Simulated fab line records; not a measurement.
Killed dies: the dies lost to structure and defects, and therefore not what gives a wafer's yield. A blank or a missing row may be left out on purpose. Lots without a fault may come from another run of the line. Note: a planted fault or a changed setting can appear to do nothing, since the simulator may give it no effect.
What tool caused it? | flow nand harc | 33 wafers from 11 lots sampled at 5 of the route's 1159 steps

WHAT THE GAUGES SHOWED, per wafer
NHARC_END_SORT_01. Usual: killed at array 27, standard deviation 11; killed at other 0.7, standard deviation 0.93; killed at periphery 2.9, standard deviation 1.9; killed dies 30, standard deviation 11; killed open 3.1, standard deviation 1.7; killed short 1.9, standard deviation 1.3.
lot  | measured     | on        | killed at array | killed at other | killed at periphery | killed dies | killed open | killed short | flag
L940 | day 21 09:38 | prober-02 | 16 13 14        | 1 0 1           | 660 664 662         | 677 677 677 | 2 2 5       | 3 2 0        | OFF
L944 | day 22 02:30 | prober-01 | 26 41 33        | 2 1 1           | 649 635 643         | 677 677 677 | 1 4 6       | 2 4 6        | OFF
L943 | day 22 02:30 | prober-02 | 25 35 30        | 0 0 0           | 652 642 647         | 677 677 677 | 4 3 7       | 0 2 2        | OFF

TOOL THAT RAN EACH LOT (tool first, then ch and the chambers of the sampled wafers, then the start)
lot  | NHARC_P_GATE_DESCUM_13            | NHARC_P_GATE_DESCUM_31             | NHARC_P_GATE_ETCHBACK_37           | NHARC_P_GATE_STRIP_111
L931 | rie diel-04 ch 0,1,2, day 4 04:17 | rie diel-07 ch 0,3, day 4 18:38    | rie diel-08 ch 0,1,2, day 5 05:26  | plasma asher-02 ch 0,1, day 5 07:19
L932 | rie diel-07 ch 0,1, day 4 20:43   | rie diel-08 ch 0,3, day 5 11:24    | rie diel-07 ch 0,1,2, day 6 03:47  | plasma asher-02 ch 0, day 6 05:15
L937 | rie diel-07 ch 1,2,3, day 5 07:59 | rie diel-08 ch 0,1,3, day 6 01:50  | rie diel-07 ch 0,1,3, day 6 12:41  | plasma asher-01 ch 0,1, day 6 14:14
L936 | rie diel-07 ch 0,2,3, day 5 08:08 | rie diel-08 ch 0,2, day 6 01:21    | rie diel-07 ch 0,1, day 6 12:17    | plasma asher-02 ch 0,1, day 6 14:04
L940 | rie diel-04 ch 0,1,3, day 6 08:46 | rie diel-07 ch 0,1,3, day 6 23:02  | rie diel-08 ch 0,1,2, day 7 10:07  | plasma asher-01 ch 0, day 7 11:41
L941 | rie diel-07 ch 1,3, day 6 08:55   | rie diel-04 ch 0,1, day 6 22:14    | rie diel-07 ch 0,1,2, day 7 09:24  | plasma asher-02 ch 0,1, day 7 10:52
L944 | rie diel-07 ch 0,1,2, day 7 09:34 | rie diel-07 ch 0,2, day 8 01:00    | rie diel-07 ch 0,1,3, day 8 14:03  | plasma asher-01 ch 0,1, day 8 15:37
L943 | rie diel-04 ch 0,1,3, day 7 09:36 | rie diel-07 ch 0,1,2, day 8 00:29  | rie diel-07 ch 0,2,3, day 8 13:21  | plasma asher-01 ch 0,1, day 8 14:54
L950 | rie diel-08 ch 0,1,3, day 9 01:52 | rie diel-07 ch 0,2,3, day 9 16:40  | rie diel-08 ch 0,2,3, day 10 04:17 | plasma asher-01 ch 0,1, day 10 05:49
L952 | rie diel-07 ch 1,2,3, day 9 10:41 | rie diel-07 ch 0,1, day 10 00:47   | rie diel-07 ch 0,1, day 10 11:33   | plasma asher-01 ch 0,1, day 10 13:09
L953 | rie diel-04 ch 0,2,3, day 9 16:41 | rie diel-07 ch 1,2,3, day 10 09:17 | rie diel-08 ch 1,2,3, day 10 20:16 | plasma asher-02 ch 0,1, day 10 21:58
- NHARC_P_GATE_DESCUM_13: chemistry O2, time 3 s.
- NHARC_P_GATE_DESCUM_31: chemistry O2, time 3 s.
- NHARC_P_GATE_ETCHBACK_37: etches the open film in CHF3/O2, target depth 34.5 nm, time 17.2 s.
- NHARC_P_GATE_STRIP_111: strips in N2/H2, time 250 s.

WHAT THE TOOLS THEMSELVES READ (means of the sampled wafers that have a number; where no wafer has one, the mark that the record gives instead)
NHARC_P_GATE_DESCUM_13. Usual: drypump motor current A 5.3 A, standard deviation 0.47; oes product au 1.000 a.u., standard deviation 0.0073; rf vpp V 57.8 V, standard deviation 0.94; showerhead plenum p Torr 1.94 Torr, standard deviation 0.072; throttle valve pct 11.311 %, standard deviation 0.01.
lot  | tool        | drypump motor current A (A) | oes product au (a.u.) | rf vpp V (V) | showerhead plenum p Torr (Torr) | throttle valve pct (%) | flag
L931 | rie diel-04 | 5.4                         | 0.994                 | 58.5         | 1.94                            | 11.304                 |
L932 | rie diel-07 | 5.1                         | 1.001                 | 57.8         | 2.01                            | 11.309                 |
L937 | rie diel-07 | 5.0                         | 1.008                 | 57.1         | 1.95                            | 11.312                 |
L936 | rie diel-07 | 5.1                         | 0.997                 | 57.6         | 1.94                            | 11.315                 |
L940 | rie diel-04 | 5.9                         | 0.991                 | 58.1         | 1.91                            | 11.313                 |
L941 | rie diel-07 | 5.0                         | 0.998                 | 58.0         | 1.97                            | 11.305                 |
L944 | rie diel-07 | 5.1                         | 1.006                 | 57.7         | 1.99                            | 11.320                 |
L943 | rie diel-04 | 5.9                         | 0.997                 | 57.2         | 1.91                            | 11.308                 |
L950 | rie diel-08 | 5.9                         | 1.004                 | 57.3         | 1.82                            | 11.309                 |
L952 | rie diel-07 | 5.0                         | 1.004                 | 58.0         | 1.95                            | 11.303                 |
L953 | rie diel-04 | 6.0                         | 0.997                 | 58.2         | 1.90                            | 11.296                 |

NHARC_P_GATE_DESCUM_31. Usual: drypump motor current A 5.4 A, standard deviation 0.52; oes product au 1.000 a.u., standard deviation 0.0094; rf vpp V 57.7 V, standard deviation 0.92; showerhead plenum p Torr 1.92 Torr, standard deviation 0.082; throttle valve pct 11.312 %, standard deviation 0.0087.
lot  | tool        | drypump motor current A (A) | oes product au (a.u.) | rf vpp V (V) | showerhead plenum p Torr (Torr) | throttle valve pct (%) | flag
L931 | rie diel-07 | 5.2                         | 0.996                 | 57.8         | 1.95                            | 11.310                 |
L932 | rie diel-08 | 5.8                         | 0.987                 | 56.8         | 1.81                            | 11.319                 |
L937 | rie diel-08 | 5.9                         | 1.005                 | 57.1         | 1.82                            | 11.320                 |
L936 | rie diel-08 | 5.4                         | 1.006                 | 57.2         | 1.77                            | 11.314                 |
L940 | rie diel-07 | 5.1                         | 0.988                 | 56.9         | 1.95                            | 11.313                 |
L941 | rie diel-04 | 5.6                         | 1.005                 | 58.2         | 1.96                            | 11.307                 |
L944 | rie diel-07 | 5.2                         | 1.001                 | 57.7         | 1.98                            | 11.313                 |
L943 | rie diel-07 | 5.1                         | 0.999                 | 58.2         | 1.99                            | 11.319                 |
L950 | rie diel-07 | 5.1                         | 1.004                 | 56.5         | 1.94                            | 11.307                 |
L952 | rie diel-07 | 5.1                         | 1.004                 | 58.8         | 2.00                            | 11.303                 |
L953 | rie diel-07 | 5.0                         | 1.000                 | 57.9         | 1.95                            | 11.306                 |

NHARC_P_GATE_ETCHBACK_37. Usual: bias w 200.0 W, standard deviation 0.6; chamber pressure mTorr 24.998 mTorr, standard deviation 0.024; chf3 flow sccm 49.98 sccm, standard deviation 0.14; drypump motor current A 5.3 A, standard deviation 0.4; oes product au 0.95 a.u., standard deviation 0.034; rf fwd power W 489.4 W, standard deviation 1.8; rf vpp V 371.4 V, standard deviation 2.2; showerhead plenum p Torr 2.44 Torr, standard deviation 0.091; throttle valve pct 20.571 %, standard deviation 0.0084.
lot  | tool        | bias w (W) | chamber pressure mTorr (mTorr) | chf3 flow sccm (sccm) | drypump motor current A (A) | oes product au (a.u.) | rf fwd power W (W) | rf vpp V (V) | showerhead plenum p Torr (Torr) | throttle valve pct (%) | flag
L931 | rie diel-08 | 199.6      | 24.985                         | 50.12                 | 5.8                         | 1.00                  | 490.6              | 368.2        | 2.28                            | 20.577                 |
L932 | rie diel-07 | 200.1      | 24.982                         | 50.09                 | 5.1                         | 0.93                  | 489.9              | 372.4        | 2.50                            | 20.562                 |
L937 | rie diel-07 | 200.1      | 24.993                         | 49.88                 | 5.1                         | 0.92                  | 488.6              | 371.6        | 2.45                            | 20.578                 |
L936 | rie diel-07 | 200.1      | 25.028                         | 49.97                 | 5.1                         | 0.92                  | 488.8              | 373.4        | 2.51                            | 20.570                 |
L940 | rie diel-08 | -          | -                              | -                     | -                           | -                     | -                  | -            | -                               | -                      | OFF
L941 | rie diel-07 | 199.7      | 25.013                         | 49.84                 | 5.1                         | 0.92                  | 489.5              | 372.1        | 2.49                            | 20.570                 |
L944 | rie diel-07 | -          | -                              | -                     | -                           | -                     | -                  | -            | -                               | -                      | OFF
L943 | rie diel-07 | -          | -                              | -                     | -                           | -                     | -                  | -            | -                               | -                      | OFF
L950 | rie diel-08 | 200.1      | 24.985                         | 50.00                 | 5.5                         | 0.92                  | 490.6              | 369.3        | 2.36                            | 20.566                 |
L952 | rie diel-07 | 199.4      | 24.995                         | 49.80                 | 5.2                         | 0.92                  | 489.9              | 372.6        | 2.49                            | 20.570                 |
L953 | rie diel-08 | 200.9      | 25.013                         | 50.08                 | 5.7                         | 0.93                  | 491.8              | 369.9        | 2.39                            | 20.573                 |

NHARC_P_GATE_STRIP_111. Usual: drypump motor current A 5.9 A, standard deviation 0.49; heater power w 88 W, standard deviation 6.8.
lot  | tool            | drypump motor current A (A) | heater power w (W) | flag
L931 | plasma asher-02 | 5.5                         | 93                 |
L932 | plasma asher-02 | 5.8                         | 91                 |
L937 | plasma asher-01 | 6.1                         | 83                 |
L936 | plasma asher-02 | 5.7                         | 92                 |
L940 | plasma asher-01 | 6.6                         | 89                 |
L941 | plasma asher-02 | 5.5                         | 93                 |
L944 | plasma asher-01 | 6.3                         | 84                 |
L943 | plasma asher-01 | 6.3                         | 85                 |
L950 | plasma asher-01 | 6.1                         | 81                 |
L952 | plasma asher-01 | 6.0                         | 83                 |
L953 | plasma asher-02 | 5.5                         | 97                 |

THE ANSWER, worked out from the rows above alone
Rule: take the mean of a lot's wafers that have a number; if it is more than 3 standard deviations from the usual mean, the lot is off. Also off: a lot with no number at a reading for which 4 or more lots have one. All remaining lots with rows at the step are treated as sound. First the gauges in route order, then the tools' own readings, where a lot's mean is used as printed above. At the first step where some lot is off, the reading lying furthest off is the one used; lots without a number count as furthest.
Off, at NHARC_END_SORT_01 on killed at periphery: L940, L944, L943. Neither off nor sound, because the step has no rows for them: L931, L932, L937, L936, L941, L950, L952, L953.
If a tool, at a process step before that reading, ran all the lots that are off and no sound lot after the first of them, it fits. Not tried: the gauges at NHARC_END_SORT_01; whatever is off there is also off at NHARC_P_GATE_ETCHBACK_37, on other tools, and gauge error can't account for it. This does not decide it: 2 tools fit, namely rie diel-07 at NHARC_P_GATE_DESCUM_31 and plasma asher-01 at NHARC_P_GATE_STRIP_111.

WHAT WAS PUT IN BY THE SIMULATOR
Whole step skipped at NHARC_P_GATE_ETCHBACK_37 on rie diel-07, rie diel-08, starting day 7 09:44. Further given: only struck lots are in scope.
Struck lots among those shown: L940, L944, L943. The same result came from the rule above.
